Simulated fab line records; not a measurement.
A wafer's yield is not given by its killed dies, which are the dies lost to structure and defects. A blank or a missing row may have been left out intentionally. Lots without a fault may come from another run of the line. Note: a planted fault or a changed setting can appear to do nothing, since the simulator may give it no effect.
Chamber matching | flow n5Finfet | 4 sister chambers for N5_DUMMY_GATE_ETCH_23 on rieSi-04
The step etches poly-Si in HBr/Cl2/O2, target depth 41 nm, time 22.3 s. 8 wafers are shown with their chamber, then 8 later ones without.

WAFERS PAIRED WITH THEIR CHAMBERS
wafer  | chamber | throttleValvePct (%) | oesProductAu (a.u.)
L081.2 | 3       | 37.20                | 0.987
L081.4 | 3       | 37.19                | 0.975
L083.3 | 1       | 36.84                | 1.005
L083.4 | 2       | 37.17                | 1.019
L088.2 | 2       | 37.18                | 1.037
L088.5 | 1       | 36.84                | 1.017
L088.6 | 0       | 36.89                | 1.007
L089.1 | 0       | 36.91                | 1.005

WAFERS WITHOUT THEIR CHAMBER
wafer  | throttleValvePct (%) | oesProductAu (a.u.)
L089.2 | 37.16                | 1.032
L089.3 | 36.85                | 1.007
L092.1 | 37.16                | 1.028
L092.2 | 36.88                | 1.000
L092.5 | 37.18                | 0.986
L096.3 | 37.19                | 0.990
L096.4 | 36.89                | 1.014
L096.6 | 37.17                | 0.989

CHAMBER TAKEN BY EACH
wafer  | from the rows above     | in truth
L089.2 | 2                       | 2
L089.3 | 1                       | 1
L092.1 | 2                       | 2
L092.2 | 0                       | 0
L092.5 | 3                       | 3
L096.3 | 3                       | 3
L096.4 | 0                       | 0
L096.6 | can't be placed: 3 or 2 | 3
Correct placement for 7 of the 8. Cannot be placed on the basis of these rows: 1; the candidates contain the true chamber in 1. Placed wrongly: 0.
How it was worked out, from the rows above alone: a wafer's distance from a chamber is the root of the sum, over the readings, of the square of ((its reading less the chamber's mean) divided by the reading's scatter). If the next closest chamber is less than 2 further off than the closest, the wafer can't be placed; otherwise it belongs to the closest. Each chamber's mean is taken over the wafers shown for it. The scatter is the square root of a quotient: the sum, over the shown wafers, of each reading's squared deviation from its chamber's mean, divided by wafers minus chambers.
